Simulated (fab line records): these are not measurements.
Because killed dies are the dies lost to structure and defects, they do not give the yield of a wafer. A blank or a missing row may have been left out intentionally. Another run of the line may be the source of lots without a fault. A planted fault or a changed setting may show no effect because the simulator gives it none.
Which of the tools did it? :: flow nand harc :: 13 lots, 39 wafers sampled, at 4 steps of a route of 1302

## WHAT THE GAUGES READ, wafer by wafer
NHARC_A_CHANNEL_FILL_D1_THK_MEAS_06: measures by ellipsometry. Usual: thk nm reads 5.1 nm (standard deviation 0.96).
lot: L918
measured: day 11 02:09
on: film metro-01
thk nm (nm): 5.1 4.4 4.9
flag: 

lot: L921
measured: day 11 13:15
on: film metro-02
thk nm (nm): 6.8 6.0 3.8
flag: 

lot: L922
measured: day 11 23:40
on: film metro-01
thk nm (nm): 5.3 6.6 6.1
flag: 

lot: L924
measured: day 12 18:41
on: film metro-02
thk nm (nm): 5.4 5.2 3.2
flag: 

lot: L925
measured: day 13 17:25
on: film metro-02
thk nm (nm): 4.8 5.7 4.2
flag: 

lot: L926
measured: day 13 22:20
on: film metro-01
thk nm (nm): 4.5 5.5 6.4
flag: 

lot: L927
measured: day 14 04:46
on: film metro-01
thk nm (nm): 3.2 4.3 5.5
flag: 

lot: L928
measured: day 14 20:13
on: film metro-01
thk nm (nm): 4.8 4.9 5.5
flag: 

lot: L929
measured: day 14 20:14
on: film metro-01
thk nm (nm): 5.9 5.2 5.0
flag: 

lot: L932
measured: day 16 05:55
on: film metro-01
thk nm (nm): 6.2 4.2 4.3
flag: 

lot: L931
measured: day 16 05:55
on: film metro-02
thk nm (nm): 5.9 6.2 5.1
flag: 

lot: L936
measured: day 18 02:42
on: film metro-02
thk nm (nm): 5.7 4.0 4.2
flag: 

lot: L937
measured: day 18 02:42
on: film metro-01
thk nm (nm): 4.7 6.1 5.3
flag: 

## TOOL THAT RAN EACH LOT (tool first, then ch and the chambers of the sampled wafers, then the start)
lot: L918
NHARC_A_CHANNEL_FILL_D1_ALD_02: ald hk-03 ch 0,1,2, day 9 13:41
NHARC_A_CHANNEL_FILL_D1_ALD_03: ald sin batch-02 ch 0, day 9 23:12 or earlier
NHARC_A_CHANNEL_FILL_D1_ALD_15: ald sin batch-03 ch 0, day 9 23:12

lot: L921
NHARC_A_CHANNEL_FILL_D1_ALD_02: ald hk-04 ch 0,1, day 9 23:00
NHARC_A_CHANNEL_FILL_D1_ALD_03: ald sin batch-01 ch 0, day 10 09:06 or earlier
NHARC_A_CHANNEL_FILL_D1_ALD_15: ald sin batch-01 ch 0, day 10 09:06

lot: L922
NHARC_A_CHANNEL_FILL_D1_ALD_02: ald hk-03 ch 1,2, day 10 08:27
NHARC_A_CHANNEL_FILL_D1_ALD_03: ald sin batch-01 ch 0, day 10 18:35 or earlier
NHARC_A_CHANNEL_FILL_D1_ALD_15: ald sin batch-03 ch 0, day 10 18:35

lot: L924
NHARC_A_CHANNEL_FILL_D1_ALD_02: ald hk-01 ch 1,2,3, day 11 05:58
NHARC_A_CHANNEL_FILL_D1_ALD_03: ald sin batch-01 ch 0, day 11 15:58 or earlier
NHARC_A_CHANNEL_FILL_D1_ALD_15: ald sin batch-01 ch 0, day 11 15:58

lot: L925
NHARC_A_CHANNEL_FILL_D1_ALD_02: ald hk-03 ch 1,2, day 12 05:29
NHARC_A_CHANNEL_FILL_D1_ALD_03: ald sin batch-01 ch 0, day 12 15:38 or earlier
NHARC_A_CHANNEL_FILL_D1_ALD_15: ald sin batch-03 ch 0, day 12 15:38

lot: L926
NHARC_A_CHANNEL_FILL_D1_ALD_02: ald hk-01 ch 1,2, day 12 09:36
NHARC_A_CHANNEL_FILL_D1_ALD_03: ald sin batch-01 ch 0, day 12 20:29 or earlier
NHARC_A_CHANNEL_FILL_D1_ALD_15: ald sin batch-01 ch 0, day 12 20:29

lot: L927
NHARC_A_CHANNEL_FILL_D1_ALD_02: ald hk-03 ch 0,1,3, day 12 13:55
NHARC_A_CHANNEL_FILL_D1_ALD_03: ald sin batch-03 ch 0, day 13 01:39 or earlier
NHARC_A_CHANNEL_FILL_D1_ALD_15: ald sin batch-03 ch 0, day 13 01:39

lot: L928
NHARC_A_CHANNEL_FILL_D1_ALD_02: ald hk-03 ch 0,1,3, day 13 04:43
NHARC_A_CHANNEL_FILL_D1_ALD_03: ald sin batch-02 ch 0, day 13 17:22 or earlier
NHARC_A_CHANNEL_FILL_D1_ALD_15: ald sin batch-03 ch 0, day 13 17:22

lot: L929
NHARC_A_CHANNEL_FILL_D1_ALD_02: ald hk-04 ch 0,1, day 13 09:21
NHARC_A_CHANNEL_FILL_D1_ALD_03: ald sin batch-02 ch 0, day 13 20:50 or earlier
NHARC_A_CHANNEL_FILL_D1_ALD_15: ald sin batch-02 ch 0, day 13 20:50

lot: L932
NHARC_A_CHANNEL_FILL_D1_ALD_02: ald hk-04 ch 1,3, day 14 16:59
NHARC_A_CHANNEL_FILL_D1_ALD_03: ald sin batch-01 ch 0, day 15 03:08 or earlier
NHARC_A_CHANNEL_FILL_D1_ALD_15: ald sin batch-02 ch 0, day 15 03:08

lot: L931
NHARC_A_CHANNEL_FILL_D1_ALD_02: ald hk-01 ch 0,3, day 14 17:02
NHARC_A_CHANNEL_FILL_D1_ALD_03: ald sin batch-01 ch 0, day 15 03:08 or earlier
NHARC_A_CHANNEL_FILL_D1_ALD_15: ald sin batch-02 ch 0, day 15 03:08

lot: L936
NHARC_A_CHANNEL_FILL_D1_ALD_02: ald hk-03 ch 0,1,3, day 16 09:16
NHARC_A_CHANNEL_FILL_D1_ALD_03: ald sin batch-03 ch 0, day 16 19:21 or earlier
NHARC_A_CHANNEL_FILL_D1_ALD_15: ald sin batch-01 ch 0, day 16 19:21

lot: L937
NHARC_A_CHANNEL_FILL_D1_ALD_02: ald hk-03 ch 0,2,3, day 16 16:53
NHARC_A_CHANNEL_FILL_D1_ALD_03: ald sin batch-02 ch 0, day 17 03:03 or earlier
NHARC_A_CHANNEL_FILL_D1_ALD_15: ald sin batch-01 ch 0, day 17 03:03
- NHARC_A_CHANNEL_FILL_D1_ALD_02: deposits SiO2, target thk 6 nm, pulse time 10 s, ald cycles 60.
- NHARC_A_CHANNEL_FILL_D1_ALD_03: deposits SiNx, target thk 6 nm, pulse time 60 s, ald cycles 58.
- NHARC_A_CHANNEL_FILL_D1_ALD_15: deposits SiNx, target thk 2 nm, pulse time 60 s, ald cycles 19.

## AS READ BY THE TOOLS THEMSELVES (means over the sampled wafers that have a number; for cases with no such wafer, the mark the record gives instead)
NHARC_A_CHANNEL_FILL_D1_ALD_02. Usual: heater power outer w 253 W, standard deviation 26; heater power w 453 W, standard deviation 34; precursor pulse height rel 1.000, standard deviation 0.019.
lot: L918
tool: ald hk-03
heater power outer w (W): 255
heater power w (W): 465
precursor pulse height rel: 0.994
flag: 

lot: L921
tool: ald hk-04
heater power outer w (W): 257
heater power w (W): 461
precursor pulse height rel: 1.003
flag: 

lot: L922
tool: ald hk-03
heater power outer w (W): 278
heater power w (W): 477
precursor pulse height rel: 1.003
flag: 

lot: L924
tool: ald hk-01
heater power outer w (W): 247
heater power w (W): 438
precursor pulse height rel: 0.989
flag: 

lot: L925
tool: ald hk-03
heater power outer w (W): 280
heater power w (W): 486
precursor pulse height rel: 0.997
flag: 

lot: L926
tool: ald hk-01
heater power outer w (W): 270
heater power w (W): 472
precursor pulse height rel: 1.004
flag: 

lot: L927
tool: ald hk-03
heater power outer w (W): 253
heater power w (W): 459
precursor pulse height rel: 1.022
flag: 

lot: L928
tool: ald hk-03
heater power outer w (W): 254
heater power w (W): 475
precursor pulse height rel: 1.010
flag: 

lot: L929
tool: ald hk-04
heater power outer w (W): 274
heater power w (W): 456
precursor pulse height rel: 1.008
flag: 

lot: L932
tool: ald hk-04
heater power outer w (W): 253
heater power w (W): 460
precursor pulse height rel: 1.001
flag: 

lot: L931
tool: ald hk-01
heater power outer w (W): 206
heater power w (W): 375
precursor pulse height rel: 0.994
flag: 

lot: L936
tool: ald hk-03
heater power outer w (W): 249
heater power w (W): 471
precursor pulse height rel: 1.014
flag: 

lot: L937
tool: ald hk-03
heater power outer w (W): 271
heater power w (W): 479
precursor pulse height rel: 0.992
flag: 

NHARC_A_CHANNEL_FILL_D1_ALD_03. Usual: precursor pulse height rel reads 0.999 (standard deviation 0.018).
lot: L918
tool: ald sin batch-02
precursor pulse height rel: 0.994
flag: 

lot: L921
tool: ald sin batch-01
precursor pulse height rel: 0.991
flag: 

lot: L922
tool: ald sin batch-01
precursor pulse height rel: 0.994
flag: 

lot: L924
tool: ald sin batch-01
precursor pulse height rel: 1.005
flag: 

lot: L925
tool: ald sin batch-01
precursor pulse height rel: 0.998
flag: 

lot: L926
tool: ald sin batch-01
precursor pulse height rel: 1.013
flag: 

lot: L927
tool: ald sin batch-03
precursor pulse height rel: 0.998
flag: 

lot: L928
tool: ald sin batch-02
precursor pulse height rel: 1.004
flag: 

lot: L929
tool: ald sin batch-02
precursor pulse height rel: 0.982
flag: 

lot: L932
tool: ald sin batch-01
precursor pulse height rel: 1.006
flag: 

lot: L931
tool: ald sin batch-01
precursor pulse height rel: 0.982
flag: 

lot: L936
tool: ald sin batch-03
precursor pulse height rel: 1.002
flag: 

lot: L937
tool: ald sin batch-02
precursor pulse height rel: 0.991
flag: 

NHARC_A_CHANNEL_FILL_D1_ALD_15. Usual: precursor pulse height rel reads 1.000 (standard deviation 0.021).
lot: L918
tool: ald sin batch-03
precursor pulse height rel: 0.979
flag: 

lot: L921
tool: ald sin batch-01
precursor pulse height rel: 1.015
flag: 

lot: L922
tool: ald sin batch-03
precursor pulse height rel: 1.023
flag: 

lot: L924
tool: ald sin batch-01
precursor pulse height rel: 0.986
flag: 

lot: L925
tool: ald sin batch-03
precursor pulse height rel: 1.016
flag: 

lot: L926
tool: ald sin batch-01
precursor pulse height rel: 1.009
flag: 

lot: L927
tool: ald sin batch-03
precursor pulse height rel: 0.978
flag: 

lot: L928
tool: ald sin batch-03
precursor pulse height rel: 1.008
flag: 

lot: L929
tool: ald sin batch-02
precursor pulse height rel: 0.996
flag: 

lot: L932
tool: ald sin batch-02
precursor pulse height rel: 1.002
flag: 

lot: L931
tool: ald sin batch-02
precursor pulse height rel: 1.001
flag: 

lot: L936
tool: ald sin batch-01
precursor pulse height rel: 0.997
flag: 

lot: L937
tool: ald sin batch-01
precursor pulse height rel: 0.995
flag: 

## THE ANSWER, worked out from the rows above alone
Rule: a lot counts as off when the mean over its wafers that have a number is more than 3 standard deviations away from the usual mean. Also off: a lot with no number at a reading for which 4 or more lots have one. All remaining lots with rows at the step are treated as sound. Order of review: gauges by route order, followed by the tools' own readings, for which a lot's mean as printed above is used. At the first step where some lot is off, the reading lying furthest off is the one used; lots without a number count as furthest.
Nothing can be told from this: no lot is off at any reading shown.

## WHAT THE SIMULATOR PUT IN
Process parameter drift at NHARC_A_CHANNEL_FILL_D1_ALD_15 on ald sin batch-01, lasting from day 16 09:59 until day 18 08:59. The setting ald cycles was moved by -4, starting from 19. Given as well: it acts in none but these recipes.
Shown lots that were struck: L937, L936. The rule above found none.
